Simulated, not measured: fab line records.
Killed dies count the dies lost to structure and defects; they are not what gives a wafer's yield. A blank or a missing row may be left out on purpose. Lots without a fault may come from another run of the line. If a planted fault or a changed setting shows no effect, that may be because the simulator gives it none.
fab line records | flow n5_finfet
record: lots: 11 wafers: 31 last_day: 18
route steps=1938 shown BEOL_M6@1248 BEOL_M7@1263
lots that met no fault: from a run of the same line without faults
start_h: hours from the record's first day to the start of the lot's first wafer shown | wait_h: hours from the lot's prior step to this one | " identical to the entry in the row above | L1.1+2: a row that stands for several wafers | - no value present, or no start provided | * or withheld: withheld | < > ~ a bound
route shown NAME@n: names a module that has steps shown in the file, with the first one's number in the route | usual: the fault-free wafers' mean and standard deviation | same: alike in all rows | chamber/n: place in a boat | sites: per-site readings | _std_site: the standard deviation of these | _edge_site: mean of outer sites minus mean of inner sites | radius_mm: for every site, how far away it sits from the centre of the wafer | mask NAME#n: copy n | behind: the most recent tool/chamber to have shaped the wafer | hold: cause of the lot's hold/its duration in hours/its outcome | device: names the non-switching transistor (n, p or np) | end of line: tests of these same wafers at the route's end | a step with no rows: only its recipe | killed: at the first sort, the dies lost to defects and structure; wafer yield is something else | map: dies across one wafer; x = killed, . = not, _ = none there
set.NAME: the setting that was run; set.NAME@STEP: the one run at that earlier step | model.NAME: the simulator's own value behind a step, which no gauge read
one table for each step of the route and one row for each wafer, over a sample of lots
services: when a tool's chamber went out of use (start_h, in hours from the record's first day, below 0 if earlier), for how many hours, and the reason
== steps ==
step: N5_BEOL_M6_CURE_75
recipe: temp_c: 370 time_s: 120 ambient: DMADMS/He material: SiCOH_lowk
usual: lamp_power_pct: 52.31/0.056 wafer_temp_C_max: 371.8/0.61
columns lot.wafer tool chamber start_h wait_h lamp_power_pct wafer_temp_C_max
L643.1 uv_cure-02 1 197.15 0.0 52.32 372.0
L643.2 " 1 " " 52.21 372.1
L643.4 " 1 " " 52.30 371.6
L646.3 uv_cure-01 2 211.37 0.1 52.29 370.9
L646.4 " 2 " " 52.31 371.1
L647.3 uv_cure-03 0 221.74 0.1 52.38 371.9
L647.5 " 0 " " 52.32 372.2
L650.1 uv_cure-03 1 235.19 0.0 52.36 370.9
L650.2 " 1 " " 52.20 371.0
L650.3 " 1 " " 52.41 370.5
L653.2 uv_cure-03 2 258.62 0.1 52.24 371.4
L653.3 " 2 " " 52.25 371.3
L653.6 " 2 " " 52.33 371.9
L654.1 uv_cure-01 0 258.74 0.0 52.34 371.6
L654.3 " 0 " " 52.30 371.7
L654.6 " 0 " " 52.33 371.4
L656.1 uv_cure-03 1 272.09 0.3 52.38 370.5
L656.5 " 1 " " 52.25 371.2
L656.6 " 1 " " 52.24 371.5
L659.1 uv_cure-01 1 302.87 0.0 52.28 372.5
L659.2 " 1 " " 52.25 372.1
L659.4 " 1 " " 52.36 371.7
L661.1 uv_cure-03 2 302.95 0.0 52.31 371.6
L661.5 " 2 " " 52.42 372.1
L661.6 " 2 " " 52.32 372.2
L663.1 uv_cure-01 1 326.84 0.0 52.29 371.7
L663.4 " 1 " " 52.30 372.5
L663.5 " 1 " " 52.25 371.8
L664.1 uv_cure-01 2 337.48 0.0 52.32 371.3
L664.3 " 2 " " 52.24 371.5
L664.5 " 2 " " 52.43 371.3
step: N5_BEOL_M6_SURFACE_TREAT_79
recipe: gas: Ar time_s: * ion_energy_ev: * ion_current_ma_cm2: 0.5 pressure_mtorr: * ar_flow_sccm: 30
usual: throttle_valve_pct: *
columns lot.wafer tool chamber start_h wait_h throttle_valve_pct
L643.1 pvd_sputter-03 - 198.32 0.2 *
L643.2 " - " " *
L643.4 " - " " *
L646.3 pvd_sputter-03 - 211.98 0.2 *
L646.4 " - " " *
L647.3 pvd_sputter-03 - 222.34 0.2 *
L647.5 " - " " *
L650.1 pvd_sputter-02 - 236.79 0.2 *
L650.2 " - " " *
L650.3 " - " " *
L653.2 pvd_sputter-02 - 259.64 0.2 *
L653.3 " - " " *
L653.6 " - " " *
L654.1 pvd_sputter-03 - 259.89 0.3 *
L654.3 " - " " *
L654.6 " - " " *
L656.1 pvd_sputter-03 - 272.97 0.3 *
L656.5 " - " " *
L656.6 " - " " *
L659.1 pvd_sputter-01 - 303.70 0.2 *
L659.2 " - " " *
L659.4 " - " " *
L661.1 pvd_sputter-01 - 303.78 0.2 *
L661.5 " - " " *
L661.6 " - " " *
L663.1 pvd_sputter-02 - 327.61 0.2 *
L663.4 " - " " *
L663.5 " - " " *
L664.1 pvd_sputter-02 - 338.40 0.2 *
L664.3 " - " " *
L664.5 " - " " *
step: N5_BEOL_M7_ILD_DEP_00
recipe: material: SiCOH_lowk target_thk_a: 1797.5 temp_c: 300 precursor: DEMS/porogen pressure_torr: 5 rf_w: 500 time_s: 33.4
usual: chamber_pressure_Torr: 5.000/0.011 heater_power_w: 348/40 rf_fwd_power_W: 495.8/1.9 showerhead_plenum_p_Torr: 5.736/0.015 susceptor_temp_C: 300.01/0.18 throttle_valve_pct: 13.6/0.8
columns lot.wafer tool chamber start_h wait_h chamber_pressure_Torr heater_power_w rf_fwd_power_W showerhead_plenum_p_Torr susceptor_temp_C throttle_valve_pct
L643.1 pecvd-03 1 204.29 0.0 5.008 297 496.4 5.745 299.96 13.5
L643.2 " 0 " " 4.998 344 494.7 5.731 300.22 14.9
L643.4 " 2 " " 5.006 397 497.7 5.724 300.15 13.6
L646.3 pecvd-03 1 218.06 0.0 5.005 322 - 5.752 - 13.4
L646.4 " 2 " " 5.009 391 - 5.717 - 13.6
L647.3 pecvd-03 0 226.22 0.0 5.024 355 - 5.734 - 15.0
L647.5 " 0 " " 4.985 366 493.6 5.742 300.21 14.9
L650.1 pecvd-03 2 238.00 0.0 5.000 362 494.4 5.722 299.77 13.7
L650.2 " 0 " " 4.988 342 496.0 5.743 299.80 14.6
L650.3 " 1 " " 5.007 317 - 5.752 - 13.5
L653.2 pecvd-02 0 263.83 0.0 5.004 349 494.1 5.716 299.78 13.4
L653.3 " 1 " " 4.987 298 496.3 5.724 299.73 12.9
L653.6 " 0 " " 5.005 282 497.3 5.724 299.99 12.8
L654.1 pecvd-01 1 265.63 0.0 5.012 332 497.4 5.740 299.92 13.5
L654.3 " 0 " " 4.988 393 495.0 5.761 299.86 14.9
L654.6 " 2 " " 5.011 373 494.4 5.760 299.95 13.5
L656.1 pecvd-01 0 274.44 0.0 5.004 376 491.3 5.747 299.80 15.2
L656.5 " 2 " " 5.007 410 495.0 5.762 300.05 13.3
L656.6 " 0 " " 4.992 377 491.5 5.768 299.69 15.1
L659.1 pecvd-01 0 305.22 0.0 5.005 402 494.3 5.738 300.17 15.2
L659.2 " 1 " " 4.998 375 496.6 5.739 300.32 13.5
L659.4 " 0 " " 4.980 328 495.0 5.735 299.95 15.0
L661.1 pecvd-02 1 305.54 0.0 5.005 286 495.9 5.721 299.85 12.6
L661.5 " 1 " " 5.004 292 496.7 5.710 299.94 12.7
L661.6 " 2 " " 4.991 385 495.8 5.733 299.92 13.0
L663.1 pecvd-01 0 329.52 0.0 5.005 388 494.7 5.743 300.02 15.2
L663.4 " 2 " " 4.995 387 493.6 5.765 300.02 13.2
L663.5 " 0 " " 4.981 385 494.1 5.738 300.24 15.2
L664.1 pecvd-01 1 339.85 0.0 4.977 340 497.2 5.734 299.89 13.4
L664.3 " 2 " " 5.005 366 494.0 5.757 300.09 13.6
L664.5 " 0 " " 5.020 377 492.7 5.742 299.97 15.1
step: N5_BEOL_M7_THK_MEAS_01
recipe: reads: SiCOH_lowk_of_BEOL_M7_ILD_DEP_00
usual: M7_ILD_THK: 155.0/1.8
columns lot.wafer tool chamber start_h wait_h M7_ILD_THK[nm]
L643.1 film_metro-02 - 204.87 0.4 154.2
L643.2 " - " " 155.0
L643.4 " - " " 155.8
L646.3 film_metro-02 - 218.64 0.3 113.4
L646.4 " - " " 114.8
L647.3 film_metro-02 - 226.80 0.3 111.3
L647.5 " - " " 156.2
L650.1 film_metro-02 - 238.58 0.4 153.8
L650.2 " - " " 152.8
L650.3 " - " " 113.6
L653.2 film_metro-02 - 264.41 0.4 153.9
L653.3 " - " " 156.4
L653.6 " - " " 157.1
L654.1 film_metro-01 - 266.21 0.4 154.1
L654.3 " - " " 155.5
L654.6 " - " " 156.9
L656.1 film_metro-02 - 275.02 0.4 154.5
L656.5 " - " " 155.0
L656.6 " - " " 156.8
L659.1 film_metro-01 - 305.80 0.4 154.0
L659.2 " - " " 153.3
L659.4 " - " " 156.1
L661.1 film_metro-02 - 306.13 0.4 153.9
L661.5 " - " " 155.8
L661.6 " - " " 155.8
L663.1 film_metro-02 - 330.10 0.4 153.2
L663.4 " - " " 155.6
L663.5 " - " " 155.8
L664.1 film_metro-01 - 340.42 0.4 151.5
L664.3 " - " " 155.3
L664.5 " - " " 155.9
step: N5_BEOL_M7_HM_DEP_02
recipe: material: TiN target_thk_a: 200 temp_c: 25 chamber_pressure_pa: 0.49996
usual: substrate_temp_c: 24.99/0.11 susceptor_temp_C: 25.01/0.11 throttle_valve_pct: 29.9/0.76
columns lot.wafer tool chamber start_h wait_h substrate_temp_c susceptor_temp_C throttle_valve_pct
L643.1 pvd_sputter-01 - 206.72 1.8 24.93 24.95 29.7
L643.2 " - " " 24.88 24.99 31.0
L643.4 " - " " 25.04 25.01 30.2
L646.3 pvd_sputter-03 - 219.67 1.0 25.17 25.06 29.5
L646.4 " - " " 25.03 25.00 30.5
L647.3 pvd_sputter-02 - 227.89 1.0 25.10 25.09 28.9
L647.5 " - " " 24.93 24.95 29.1
L650.1 pvd_sputter-03 - 239.76 1.1 24.88 25.03 29.4
L650.2 " - " " 25.16 25.06 28.9
L650.3 " - " " 25.09 25.00 29.6
L653.2 pvd_sputter-02 - 266.00 1.5 24.78 24.83 30.0
L653.3 " - " " 25.01 25.09 28.7
L653.6 " - " " 25.06 24.92 30.0
L654.1 pvd_sputter-02 - 266.62 0.4 24.92 24.96 29.5
L654.3 " - " " 25.02 25.12 31.2
L654.6 " - " " 24.99 25.35 30.3
L656.1 pvd_sputter-01 - 275.35 0.3 25.29 24.81 29.8
L656.5 " - " " 24.78 25.02 31.0
L656.6 " - " " 25.05 24.79 29.7
L659.1 pvd_sputter-01 - 306.24 0.4 25.05 25.03 29.5
L659.2 " - " " 25.08 24.95 30.9
L659.4 " - " " 24.90 25.01 30.2
L661.1 pvd_sputter-01 - 306.46 0.3 25.10 25.01 30.0
L661.5 " - " " 25.11 24.90 29.6
L661.6 " - " " 25.27 24.92 30.2
L663.1 pvd_sputter-01 - 331.39 1.2 25.05 25.06 30.2
L663.4 " - " " 25.16 24.92 31.0
L663.5 " - " " 24.95 25.10 29.7
L664.1 pvd_sputter-02 - 341.02 0.5 24.98 24.74 29.0
L664.3 " - " " 25.06 25.09 29.2
L664.5 " - " " 25.07 25.04 29.3
== services ==
columns tool chamber start_h hours kind
uv_cure-02 - 180.53 7.5 pm
pecvd-03 1 193.72 6.0 repair
uv_cure-01 - 208.05 2.8 pm
pecvd-01 1 228.15 2.1 scheduled_down
pecvd-03 2 267.62 5.0 scheduled_down
pecvd-02 2 274.35 22.4 repair
pecvd-03 1 278.08 2.1 scheduled_down
pecvd-01 1 284.50 5.5 scheduled_down
pvd_sputter-03 - 285.89 3.8 repair
uv_cure-02 - 288.75 0.7 repair
pecvd-02 0 303.38 4.9 repair
uv_cure-03 - 316.20 3.4 repair
pecvd-03 2 328.02 2.1 scheduled_down
uv_cure-03 - 332.01 4.6 repair
== key ==
first_sign: step: N5_BEOL_M7_THK_MEAS_01 reading: M7_ILD_THK direction: down sigmas: 23 usual: 155.0 struck: 113.3
effect none on later readings
met_at N5_BEOL_M7_ILD_DEP_00
struck_lots L646,L647,L650
struck_wafers L646.3,L646.4,L647.3,L650.3
not_acting_at N5_BEOL_M6_CURE_75,N5_BEOL_M6_SURFACE_TREAT_79,N5_BEOL_M7_HM_DEP_02
onset_between 204.29 218.06
fault: kind: process_parameter_drift tool: pecvd-03 chamber: - onset_h: 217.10 steps: N5_BEOL_M7_ILD_DEP_00 channel: time_s offset: * shape: step end_h: 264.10 scope: struck_wafers_only acts_in: * stated: *
